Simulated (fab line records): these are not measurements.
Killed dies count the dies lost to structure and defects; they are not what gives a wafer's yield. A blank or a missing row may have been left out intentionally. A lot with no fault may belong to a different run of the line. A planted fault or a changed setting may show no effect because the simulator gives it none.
Which tool is to blame? || flow nand-harc || Sampling: 6 lots, 18 wafers, 3 of 1302 route steps

== WHAT EACH GAUGE READ, for each wafer ==
NHARC_A_CHANNEL_HOLE_D2_INSPECT_40.
{"lot": "L561", "measured": "day 15 16:52", "on": "defect-inspect-01", "raw-defect-count": "478 419 428"}
{"lot": "L562", "measured": "day 16 01:46", "on": "defect-inspect-02", "raw-defect-count": "322 254 192"}
{"lot": "L571", "measured": "day 19 11:56", "on": "defect-inspect-02", "raw-defect-count": "218 241 259"}
{"lot": "L574", "measured": "day 20 23:44", "on": "defect-inspect-01", "raw-defect-count": "265 273 336"}
{"lot": "L576", "measured": "day 21 19:43", "on": "defect-inspect-01", "raw-defect-count": "393 345 362"}
{"lot": "L579", "measured": "day 23 10:29", "on": "defect-inspect-02", "raw-defect-count": "386 362 355"}

== EACH LOT AND THE TOOL THAT RAN IT (in order: tool; ch and the chambers of the sampled wafers; start) ==
{"lot": "L561", "NHARC_A_CHANNEL_HOLE_D2_ETCH_23": "har-etch-02 ch 0,1, day 15 12:55", "NHARC_A_CHANNEL_HOLE_D2_STRIP_28": "rie-diel-03 ch 2,3, day 15 16:52 or earlier"}
{"lot": "L562", "NHARC_A_CHANNEL_HOLE_D2_ETCH_23": "har-etch-01 ch 0,1, day 15 21:28", "NHARC_A_CHANNEL_HOLE_D2_STRIP_28": "rie-diel-01 ch 0,1, day 16 01:46 or earlier"}
{"lot": "L571", "NHARC_A_CHANNEL_HOLE_D2_ETCH_23": "har-etch-02 ch 0,1, day 19 07:53", "NHARC_A_CHANNEL_HOLE_D2_STRIP_28": "rie-diel-08 ch 2,3, day 19 11:56 or earlier"}
{"lot": "L574", "NHARC_A_CHANNEL_HOLE_D2_ETCH_23": "har-etch-01 ch 0,1, day 20 19:41", "NHARC_A_CHANNEL_HOLE_D2_STRIP_28": "rie-diel-03 ch 0,1, day 20 23:44 or earlier"}
{"lot": "L576", "NHARC_A_CHANNEL_HOLE_D2_ETCH_23": "har-etch-02 ch 0,1, day 21 15:28", "NHARC_A_CHANNEL_HOLE_D2_STRIP_28": "rie-diel-03 ch 0,1,2, day 21 19:43 or earlier"}
{"lot": "L579", "NHARC_A_CHANNEL_HOLE_D2_ETCH_23": "har-etch-01 ch 1, day 23 06:02", "NHARC_A_CHANNEL_HOLE_D2_STRIP_28": "rie-diel-08 ch 0,2,3, day 23 10:29 or earlier"}
- NHARC_A_CHANNEL_HOLE_D2_ETCH_23: etches the open film in C4F8/O2/Ar, time 819 s, target depth 1600 nm.
- NHARC_A_CHANNEL_HOLE_D2_STRIP_28: strips in O2.

== THE ANSWER, worked out from the rows above alone ==
Rule: the lots themselves supply what counts as usual. Put in order of their means at a reading, lots are off if they are a third of the lots or fewer, leave a main group of 4 or more, and stand apart from it by a gap of 3 or more times the standard deviation of the main group's means; of several such gaps the widest counts. Not used: any main group whose means are identical at the precision the tables above print for the reading. Also off: a lot with no number at a reading for which 4 or more lots have one. Any other lot the step has rows for is counted as sound.
No lot is off at any reading shown: from this, nothing can be told.

== WHAT THE SIMULATOR PUT IN ==
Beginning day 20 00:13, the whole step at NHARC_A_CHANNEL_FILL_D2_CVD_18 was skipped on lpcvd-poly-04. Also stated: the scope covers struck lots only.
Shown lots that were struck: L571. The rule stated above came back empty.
